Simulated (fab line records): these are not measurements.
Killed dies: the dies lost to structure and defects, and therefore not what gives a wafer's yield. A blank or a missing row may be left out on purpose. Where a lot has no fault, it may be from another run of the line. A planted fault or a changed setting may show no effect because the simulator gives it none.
fab line records | flow n5-finfet
record: lots: 5 wafers: 15 last-day: 18
route steps=1938 shown BEOL_M2@891 BEOL_M4@1111 PASSIVATION@1936
lots with no fault: from the same line, run without faults
start-h: the number of hours between the record's first day and the start of the first shown wafer of the lot | wait-h: time in hours since the lot's previous step | " unchanged from the row above | L1.1+2: a row that stands for several wafers | - no value, or no start was given | * or withheld: withheld | < > ~ a bound
route shown NAME@n: names a module that has steps shown in the file, with the first one's number in the route | usual: mean/standard deviation of fault-free wafers | same: alike in all rows | chamber/n: place in a boat | sites: the reading at each site | _std_site: standard deviation of those values | _edge_site: inner sites' mean taken away from outer sites' mean | radius-mm: how far each site lies from the wafer's centre | mask NAME#n: copy n | behind: the last tool/chamber to shape the wafer | hold: reason for holding the lot/hours on hold/outcome of the hold | device: the transistor (n, p or np) that didn't switch | end of line: tests run on the same wafers once the route is complete | where a step has no rows: the recipe by itself | killed: not the wafer's yield, but the dies lost to structure and defects at the first sort | map: per-die view of a wafer (x killed, . not killed, _ where there is no die)
set.NAME: the setting that was run; set.NAME@STEP: the one run at that earlier step | model.NAME: the simulator's own value behind a step, which no gauge read
certain route steps with their lots: each step a table, each wafer a row
services: a tool's chamber out of use, with start hour (start-h, from the record's first day; less than 0 if before it), hours out, and reason
== steps ==
step: N5_BEOL_M2_ETCH_41
recipe: chemistry: CH3F/O2 target: SiCN target-depth-a: 299 taper-deg: 2 time-s: 52.5 ion-energy-ev: 120 mask-material: TiN pressure-mtorr: 30 source-w: 395 bias-w: 75 Ar_flow_sccm: 150 CH3F_flow_sccm: 30 O2_flow_sccm: 20
step: N5_BEOL_M2_STRIP_97
recipe: chemistry: N2/H2 time-s: 10 power-w: 450 temp-c: 40 pressure-mtorr: 20 rf-frequency-hz: 6e+07 bias-power-w: 7 n2-flow-sccm: 200 h2-flow-sccm: 200
step: N5_BEOL_M2_HM_STRIP_39
recipe: chemistry: peroxide-tin-strip material: TiN target-depth-a: 250 temp-c: 50 time-s: 158
step: N5_BEOL_M2_SRD_40
recipe: time-s: 30 temp-c: 23 rinse-liquid: diw dry: ipa-marangoni
step: N5_BEOL_M2_PRECLEAN_42
recipe: chemistry: residue-remover time-s: 60 temp-c: 40
step: N5_BEOL_M2_SRD_43
recipe: time-s: 30 temp-c: 23 rinse-liquid: diw dry: ipa-marangoni
step: N5_BEOL_M2_DEGAS_44
recipe: ambient: vacuum temp-c: 250 time-s: 60
step: N5_BEOL_M2_PRE_CLEAN_45
recipe: gas: H2/He time-s: 30 temp-c: 250
step: N5_BEOL_M2_ALD_84
recipe: material: TaN target-thk-a: * temp-c: 275 ald-precursor-family: PDMAT ald-co-reactant: NH3 pressure-torr: 3 carrier-flow-sccm: 1500 pulse-time-s: 2 purge-time-s: 3 co-reactant-purge-time-s: 2 co-reactant-pulse-time-s: 3 ald-cycles: 30 precursor-vessel-temp-c: 75 precursor-vessel-pressure-torr: 26.25 precursor-vessel-carrier-sccm: 1000
step: N5_BEOL_M2_SURFACE_TREAT_85
recipe: gas: Ar time-s: * ion-energy-ev: * ion-current-ma-cm2: 0.5 pressure-mtorr: * ar-flow-sccm: 30
step: N5_BEOL_M2_CVD_47
recipe: material: Co target-thk-a: 30 temp-c: withheld precursor: CCTBA/H2 pressure-torr: 30 time-s: 223.8
usual: chamber-pressure-Torr: 30.00/0.069 run-length-s: 246.8/0.64 time-s: 223.8/0
columns lot.wafer tool chamber start-h wait-h chamber-pressure-Torr run-length-s time-s
L743.2 cvd-co-02 2 143.04 0.0 30.01 246.6 223.8
L743.4 " 0 " " 30.01 247.8 223.8
L743.6 " 2 " " 30.01 247.5 223.8
L761.2 cvd-co-01 0 263.15 0.0 - - -
L761.3 " 2 " " - - -
L761.6 " 1 " " - - -
L762.2 cvd-co-02 1 266.96 0.1 - - -
L762.3 " 0 " " - - -
L762.4 " 2 " " - - -
L763.3 cvd-co-01 2 279.75 0.1 - - -
L763.5 " 0 " " - - -
L763.6 " 2 " " - - -
L765.2 cvd-co-01 0 288.09 0.2 29.94 247.0 223.8
L765.4 " 2 " " 29.93 246.9 223.8
L765.6 " 0 " " 30.04 247.0 223.8
step: N5_BEOL_M2_SPUTTER_48
recipe: material: Cu target-thk-a: 45 temp-c: -20 chamber-pressure-pa: 0.07 power-w: withheld time-s: 8.29
step: N5_BEOL_M2_ANNEAL_49
recipe: temp-c: 400 time-s: 240 ambient: vacuum
step: N5_BEOL_M2_SPUTTER_79
recipe: material: Cu target-thk-a: 45 temp-c: -20 chamber-pressure-pa: 0.07 power-w: withheld time-s: 8.29
step: N5_BEOL_M2_ANNEAL_80
recipe: temp-c: 400 time-s: 240 ambient: vacuum
step: N5_BEOL_M2_SPUTTER_81
recipe: material: Cu target-thk-a: 45 temp-c: -20 chamber-pressure-pa: 0.07 power-w: withheld time-s: 8.29
step: N5_BEOL_M2_ANNEAL_82
recipe: temp-c: 400 time-s: 240 ambient: vacuum
step: N5_BEOL_M2_SPUTTER_86
recipe: material: Cu target-thk-a: 45 temp-c: -20 chamber-pressure-pa: 0.07 power-w: withheld time-s: 8.29
step: N5_BEOL_M2_ANNEAL_87
recipe: temp-c: 400 time-s: 240 ambient: vacuum
step: N5_BEOL_M2_SPUTTER_88
recipe: material: Cu target-thk-a: 45 temp-c: -20 chamber-pressure-pa: 0.07 power-w: withheld time-s: 8.29
step: N5_BEOL_M2_ANNEAL_89
recipe: temp-c: 400 time-s: 240 ambient: vacuum
step: N5_BEOL_M2_SPUTTER_90
recipe: material: Cu target-thk-a: 45 temp-c: -20 chamber-pressure-pa: 0.07 power-w: withheld time-s: 8.29
step: N5_BEOL_M2_ANNEAL_91
recipe: temp-c: 400 time-s: 240 ambient: vacuum
step: N5_BEOL_M2_SPUTTER_92
recipe: material: Cu target-thk-a: 45 temp-c: -20 chamber-pressure-pa: 0.07 power-w: withheld time-s: 8.29
step: N5_BEOL_M2_ANNEAL_93
recipe: temp-c: 400 time-s: 240 ambient: vacuum
step: N5_BEOL_M2_SPUTTER_94
recipe: material: Cu target-thk-a: 45 temp-c: -20 chamber-pressure-pa: 0.07 power-w: withheld time-s: 8.29
step: N5_BEOL_M2_ANNEAL_95
recipe: temp-c: 400 time-s: 240 ambient: vacuum
step: N5_BEOL_M2_SPUTTER_96
recipe: material: Cu target-thk-a: 45 temp-c: -20 chamber-pressure-pa: 0.07 power-w: withheld time-s: 8.29
step: N5_BEOL_M2_ECD_50
recipe: material: Cu target-thk-a: 3000
step: N5_BEOL_M2_ANNEAL_51
recipe: temp-c: 225 time-s: 90 ambient: N2
step: N5_BEOL_M2_CMP_52
recipe: stop-on: SiOC t-overpolish-s: 6.8 down-force-psi: 1 platen-rpm: 50 clearing-platen-down-force-psi: 1.5 clearing-platen-rpm: 50 post-cmp-clean: cu-alkaline target-thk-nm: 40 clearing-platen-pad-velocity-m-s: 0.99484 pad-velocity-m-s: 0.99484
usual: barrier-field-endpoint-s: 24.7/0.67 edge-zone-pressure-frac: 1.000/0.0051 head-pressure-psi: 1.0001/0.0023 motor-current-A: 6.1/0.52
columns lot.wafer tool chamber start-h wait-h barrier-field-endpoint-s edge-zone-pressure-frac head-pressure-psi motor-current-A model.Cu_of_BEOL_M2_ECD_50.thk-nm
L743.2 cmp-02 2 145.57 0.3 24.5 0.995 1.0034 5.5 41.2
L743.4 " 3 " " 25.0 1.002 0.9969 5.5 39
L743.6 " 1 " " 25.3 1.001 0.9997 5.7 40.6
L761.2 cmp-04 2 265.57 0.2 21.2 0.998 0.9982 6.9 44
L761.3 " 1 " " 21.0 0.997 1.0012 6.9 42
L761.6 " 2 " " 21.6 1.000 1.0040 6.4 44.4
L762.4 cmp-01 1 269.69 0.1 21.7 1.004 1.0030 5.5 42.8
L762.3 " 2 " " 21.4 0.998 0.9965 6.2 43
L762.2 " 0 " " 21.6 0.994 0.9988 5.5 41
L763.3 cmp-04 3 282.29 0.2 20.7 0.992 0.9965 6.1 41.2
L763.6 " 1 " " 21.0 1.000 0.9979 7.0 41.4
L763.5 " 2 " " 21.4 1.004 0.9995 7.1 42.4
L765.4 cmp-01 3 290.85 0.1 24.9 0.997 0.9961 5.9 38.4
L765.2 " 0 " " 25.3 0.999 1.0028 5.7 37
L765.6 " 0 " " 24.4 0.996 1.0008 5.7 39
step: N5_BEOL_M4_RC_MEAS_101
usual: DIBL_N: 35.9/1.8 DIBL_P: 36.2/2 IOFF_N: 0.16/0.031 IOFF_P: 0.22/0.041 ION_N: 676/11 ION_P: 465/8.5 SS_N: 71.4/0.64 SS_P: 73.2/0.7 VT_N: 250/3.5 VT_P: -250/3.9
columns lot.wafer tool chamber start-h wait-h DIBL_N[mV/V] DIBL_P[mV/V] IOFF_N[nA/um] IOFF_P[nA/um] ION_N[uA/um] ION_P[uA/um] SS_N[mV/dec] SS_P[mV/dec] VT_N[mV] VT_P[mV]
L743.2 prober-02 0 172.51 0.2 35.8 37.0 0.15 0.20 674 457 71.0 73.6 250 -251
L743.4 " 0 " " 35.8 37.4 0.16 0.22 690 477 71.3 72.8 251 -252
L743.6 " 0 " " 37.2 39.3 0.17 0.23 669 463 72.1 73.7 250 -249
L765.2 prober-02 0 321.27 0.2 38.6 38.9 0.17 0.19 665 449 71.3 73.4 251 -254
L765.4 " 0 " " 34.5 34.8 0.11 0.14 645 443 70.4 72.2 254 -258
L765.6 " 0 " " 32.4 31.9 0.09 0.12 651 448 70.3 71.7 259 -260
step: N5_PASSIVATION_PROBE_49
usual: defect-limited-yield: 91.3/1.3 killed_at_M0_to_M3: 35/9.3 killed_at_M4_up: 14/5.2 killed-at-contacts: 12/5.9 killed-at-front-end: 38/11 killed-at-other: 4/3.7 killed-dies: 103/15 killed-on-rim: 14/4 killed-open: 67/12 killed-short: 34/8 sort_bin_5_function: 5.1/0.88 sort_bin_6_memory: 3.3/0.65 sort-n-pass: 1077/15 sort-yield-pct: 91.3/1.3
same: gross-dies: 1180 killed-at-back-side: 0 sort_bin_4_leakage[%]: 0 sort_bin_8_speed[%]: 0
columns lot.wafer tool chamber start-h wait-h defect-limited-yield[%] killed_at_M0_to_M3 killed_at_M4_up killed-at-contacts killed-at-front-end killed-at-other killed-dies killed-on-rim killed-open killed-short sort_bin_5_function[%] sort_bin_6_memory[%] sort-n-pass sort-yield-pct[%]
L762.2 prober-01 - 397.88 0.1 0 1127 8 9 29 7 1180 152 55 29 88.2 11.6 0 0
L762.3 prober-01 - 397.93 0.1 0 1109 9 27 31 4 1180 152 61 37 89.3 10.4 0 0
L762.4 prober-01 - 397.98 0.2 0 1121 10 18 28 3 1180 152 57 29 88.4 11.4 0 0
L761.2 prober-02 - 399.68 0.6 0 1124 10 5 36 5 1180 152 50 34 89.1 10.8 0 0
L761.3 prober-02 - 399.73 0.7 0 1134 14 7 23 2 1180 152 40 24 91.2 8.6 0 0
L761.6 prober-02 - 399.88 0.8 0 1136 11 6 27 0 1180 152 42 23 90.5 9.2 0 0
L763.3 prober-02 - 414.57 0.1 0 1123 11 15 31 0 1180 152 52 22 89.7 10.3 0 0
L763.5 prober-02 - 414.67 0.2 0 1133 12 9 24 2 1180 152 46 22 91.4 8.0 0 0
L763.6 prober-02 - 414.72 0.3 0 1112 11 13 44 0 1180 152 66 29 88.9 11.0 0 0
killed by level:class
L762.2 BEOL_M2:area-cvd=858 BEOL_M2:interface-void-opened=237 BEOL_M2:geometric-particle:open=12 STI_FIN_REVEAL:geometric-particle:open=6 MOL_CONTACT_COAG:geometric-particle:open=6 FIN_SAQP:geometric-particle:short=5 DUMMY_GATE:geometric-particle:open=5 BEOL_M0_SAQP:geometric-particle:short=4
L762.3 BEOL_M2:area-cvd=840 BEOL_M2:interface-void-opened=240 MOL_CONTACT_COAG:geometric-particle:open=21 BEOL_M2:geometric-particle:open=10 GATE_CUT:geometric-particle:short=8 BEOL_M4:geometric-particle:open=6 BEOL_M0_SAQP:geometric-particle:short=5 STI_FIN_REVEAL:geometric-particle:open=5
L762.4 BEOL_M2:area-cvd=856 BEOL_M2:interface-void-opened=235 MOL_CONTACT_COAG:geometric-particle:open=10 BEOL_M3:geometric-particle:open=9 STI_FIN_REVEAL:geometric-particle:open=7 BEOL_M0_SAQP:geometric-particle:open=7 MOL_CONTACT_COAG:geometric-particle:short=6 BEOL_M2:geometric-particle:open=5
L761.2 BEOL_M2:area-cvd=849 BEOL_M2:interface-void-opened=247 FIN_SAQP:geometric-particle:open=12 BEOL_M0_SAQP:geometric-particle:short=6 BEOL_M0:geometric-particle:open=6 FIN_SAQP:geometric-particle:short=5 GATE_CUT:geometric-particle:open=5 BEOL_M3:geometric-particle:open=5
L761.3 BEOL_M2:area-cvd=859 BEOL_M2:interface-void-opened=257 BEOL_M4:geometric-particle:open=7 MOL_CONTACT_COAG:geometric-particle:open=6 BEOL_M0_SAQP:geometric-particle:short=6 DUMMY_GATE:geometric-particle:open=5 FIN_SAQP:geometric-particle:open=4 GATE_CUT:geometric-particle:short=4
L761.6 BEOL_M2:area-cvd=846 BEOL_M2:interface-void-opened=268 FIN_SAQP:geometric-particle:short=7 BEOL_M3:geometric-particle:open=7 BEOL_M0_SAQP:geometric-particle:open=6 MOL_CONTACT_COAG:geometric-particle:open=5 BEOL_M4:geometric-particle:open=5 STI_FIN_REVEAL:geometric-particle:open=4
L763.3 BEOL_M2:area-cvd=832 BEOL_M2:interface-void-opened=274 MOL_CONTACT_COAG:geometric-particle:open=10 FIN_SAQP:geometric-particle:short=9 BEOL_M2:geometric-particle:open=8 MOL_CONTACT_COAG:geometric-particle:short=5 FIN_SAQP:geometric-particle:open=4 STI_FIN_REVEAL:geometric-particle:open=4
L763.5 BEOL_M2:area-cvd=856 BEOL_M2:interface-void-opened=254 BEOL_M0_SAQP:geometric-particle:open=7 STI_FIN_REVEAL:geometric-particle:open=7 MOL_CONTACT_COAG:geometric-particle:open=6 BEOL_M0_SAQP:geometric-particle:short=6 BEOL_M2:geometric-particle:open=4 FIN_SAQP:geometric-particle:short=3
L763.6 BEOL_M2:area-cvd=844 BEOL_M2:interface-void-opened=241 MOL_CONTACT_COAG:geometric-particle:open=11 FIN_SAQP:geometric-particle:open=9 BEOL_M0_SAQP:geometric-particle:short=9 STI_FIN_REVEAL:geometric-particle:open=7 FIN_SAQP:geometric-particle:short=6 DUMMY_GATE:geometric-particle:open=6
map L761.2 (x killed, . not)
_________________xxxxxxxxxxxx________________
______________xxxxxxxxxxxxxxxxxx_____________
___________xxxxxxxxxxxxxxxxxxxxxxxx__________
__________xxxxxxxxxxxxxxxxxxxxxxxxxx_________
________xxxxxxxxxxxxxxxxxxxxxxxxxxxxxx_______
_______xxxxxxxxxxxxxxxxxxxxxxxxxxxxxxxx______
______xxxxxxxxxxxxxxxxxxxxxxxxxxxxxxxxxx_____
_____xxxxxxxxxxxxxxxxxxxxxxxxxxxxxxxxxxxx____
____xxxxxxxxxxxxxxxxxxxxxxxxxxxxxxxxxxxxxx___
___xxxxxxxxxxxxxxxxxxxxxxxxxxxxxxxxxxxxxxxx__
___xxxxxxxxxxxxxxxxxxxxxxxxxxxxxxxxxxxxxxxx__
__xxxxxxxxxxxxxxxxxxxxxxxxxxxxxxxxxxxxxxxxxx_
__xxxxxxxxxxxxxxxxxxxxxxxxxxxxxxxxxxxxxxxxxx_
_xxxxxxxxxxxxxxxxxxxxxxxxxxxxxxxxxxxxxxxxxxxx
_xxxxxxxxxxxxxxxxxxxxxxxxxxxxxxxxxxxxxxxxxxxx
_xxxxxxxxxxxxxxxxxxxxxxxxxxxxxxxxxxxxxxxxxxxx
_xxxxxxxxxxxxxxxxxxxxxxxxxxxxxxxxxxxxxxxxxxxx
_xxxxxxxxxxxxxxxxxxxxxxxxxxxxxxxxxxxxxxxxxxxx
_xxxxxxxxxxxxxxxxxxxxxxxxxxxxxxxxxxxxxxxxxxxx
_xxxxxxxxxxxxxxxxxxxxxxxxxxxxxxxxxxxxxxxxxxxx
_xxxxxxxxxxxxxxxxxxxxxxxxxxxxxxxxxxxxxxxxxxxx
__xxxxxxxxxxxxxxxxxxxxxxxxxxxxxxxxxxxxxxxxxx_
__xxxxxxxxxxxxxxxxxxxxxxxxxxxxxxxxxxxxxxxxxx_
___xxxxxxxxxxxxxxxxxxxxxxxxxxxxxxxxxxxxxxxx__
___xxxxxxxxxxxxxxxxxxxxxxxxxxxxxxxxxxxxxxxx__
____xxxxxxxxxxxxxxxxxxxxxxxxxxxxxxxxxxxxxx___
_____xxxxxxxxxxxxxxxxxxxxxxxxxxxxxxxxxxxx____
______xxxxxxxxxxxxxxxxxxxxxxxxxxxxxxxxxx_____
_______xxxxxxxxxxxxxxxxxxxxxxxxxxxxxxxx______
________xxxxxxxxxxxxxxxxxxxxxxxxxxxxxx_______
__________xxxxxxxxxxxxxxxxxxxxxxxxxx_________
___________xxxxxxxxxxxxxxxxxxxxxxxx__________
______________xxxxxxxxxxxxxxxxxx_____________
_________________xxxxxxxxxxxx________________
map L762.2 (x killed, . not)
_________________xxxxxxxxxxxx________________
______________xxxxxxxxxxxxxxxxxx_____________
___________xxxxxxxxxxxxxxxxxxxxxxxx__________
__________xxxxxxxxxxxxxxxxxxxxxxxxxx_________
________xxxxxxxxxxxxxxxxxxxxxxxxxxxxxx_______
_______xxxxxxxxxxxxxxxxxxxxxxxxxxxxxxxx______
______xxxxxxxxxxxxxxxxxxxxxxxxxxxxxxxxxx_____
_____xxxxxxxxxxxxxxxxxxxxxxxxxxxxxxxxxxxx____
____xxxxxxxxxxxxxxxxxxxxxxxxxxxxxxxxxxxxxx___
___xxxxxxxxxxxxxxxxxxxxxxxxxxxxxxxxxxxxxxxx__
___xxxxxxxxxxxxxxxxxxxxxxxxxxxxxxxxxxxxxxxx__
__xxxxxxxxxxxxxxxxxxxxxxxxxxxxxxxxxxxxxxxxxx_
__xxxxxxxxxxxxxxxxxxxxxxxxxxxxxxxxxxxxxxxxxx_
_xxxxxxxxxxxxxxxxxxxxxxxxxxxxxxxxxxxxxxxxxxxx
_xxxxxxxxxxxxxxxxxxxxxxxxxxxxxxxxxxxxxxxxxxxx
_xxxxxxxxxxxxxxxxxxxxxxxxxxxxxxxxxxxxxxxxxxxx
_xxxxxxxxxxxxxxxxxxxxxxxxxxxxxxxxxxxxxxxxxxxx
_xxxxxxxxxxxxxxxxxxxxxxxxxxxxxxxxxxxxxxxxxxxx
_xxxxxxxxxxxxxxxxxxxxxxxxxxxxxxxxxxxxxxxxxxxx
_xxxxxxxxxxxxxxxxxxxxxxxxxxxxxxxxxxxxxxxxxxxx
_xxxxxxxxxxxxxxxxxxxxxxxxxxxxxxxxxxxxxxxxxxxx
__xxxxxxxxxxxxxxxxxxxxxxxxxxxxxxxxxxxxxxxxxx_
__xxxxxxxxxxxxxxxxxxxxxxxxxxxxxxxxxxxxxxxxxx_
___xxxxxxxxxxxxxxxxxxxxxxxxxxxxxxxxxxxxxxxx__
___xxxxxxxxxxxxxxxxxxxxxxxxxxxxxxxxxxxxxxxx__
____xxxxxxxxxxxxxxxxxxxxxxxxxxxxxxxxxxxxxx___
_____xxxxxxxxxxxxxxxxxxxxxxxxxxxxxxxxxxxx____
______xxxxxxxxxxxxxxxxxxxxxxxxxxxxxxxxxx_____
_______xxxxxxxxxxxxxxxxxxxxxxxxxxxxxxxx______
________xxxxxxxxxxxxxxxxxxxxxxxxxxxxxx_______
__________xxxxxxxxxxxxxxxxxxxxxxxxxx_________
___________xxxxxxxxxxxxxxxxxxxxxxxx__________
______________xxxxxxxxxxxxxxxxxx_____________
_________________xxxxxxxxxxxx________________
== services ==
columns tool chamber start-h hours kind
cmp-02 - 122.65 1.1 repair
cmp-02 - 141.44 0.3 repair
cmp-01 - 145.89 1.5 repair
cmp-04 - 152.45 4.0 pm
cmp-04 - 156.45 - consumable-replace:conditioner
cmp-04 - 156.45 - consumable-replace:pad
cvd-co-02 - 167.46 5.8 repair
cmp-01 - 189.89 0.5 repair
cmp-01 - 193.71 0.6 repair
cmp-01 - 207.65 1.6 repair
cmp-02 - 210.90 4.0 pm
cmp-02 - 214.90 - consumable-replace:conditioner
cmp-02 - 214.90 - consumable-replace:pad
cmp-02 - 233.10 0.6 repair
cmp-04 - 273.88 2.7 repair
cvd-co-02 - 276.15 3.8 pm
cmp-01 - 276.31 4.0 pm
cmp-01 - 280.31 - consumable-replace:conditioner
cmp-01 - 280.31 - consumable-replace:pad
== key ==
first-sign: step: N5_BEOL_M2_CVD_47 reading: tool-record direction: missing
effect: step: N5_BEOL_M2_CMP_52 reading: barrier-field-endpoint-s direction: down sigmas: 5.1 usual: 24.7 struck: 21.3
effect: step: N5_PASSIVATION_PROBE_49 reading: killed_at_M0_to_M3 direction: up sigmas: 99+ usual: 35 struck: 1124
model-effect: step: N5_BEOL_M2_CMP_52 value: Cu_of_BEOL_M2_ECD_50.thk-nm without: 39.44 struck: 42.47
more-kills-born-at: N5_BEOL_M2_CVD_47@cvd-co-01: 5082 N5_BEOL_M2_CVD_47@cvd-co-02: 2554
met-at N5_BEOL_M2_CVD_47
struck-wafers L761.2,L761.3,L761.6,L762.2,L762.3,L762.4,L763.3,L763.5,L763.6
later-rows-left-out L761.2,L761.3,L761.6,L762.2,L762.3,L762.4,L763.3,L763.5,L763.6
onset-between 143.04 263.15
fault: kind: skipped-step-whole tool: cvd-co-01,cvd-co-02 chamber: - onset-h: 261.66 steps: N5_BEOL_M2_CVD_47 scope: struck-lots-only
later-rows-left-out: the simulator's readings of these wafers behind a module that went badly wrong aren't trusted and aren't shown, but for the sort
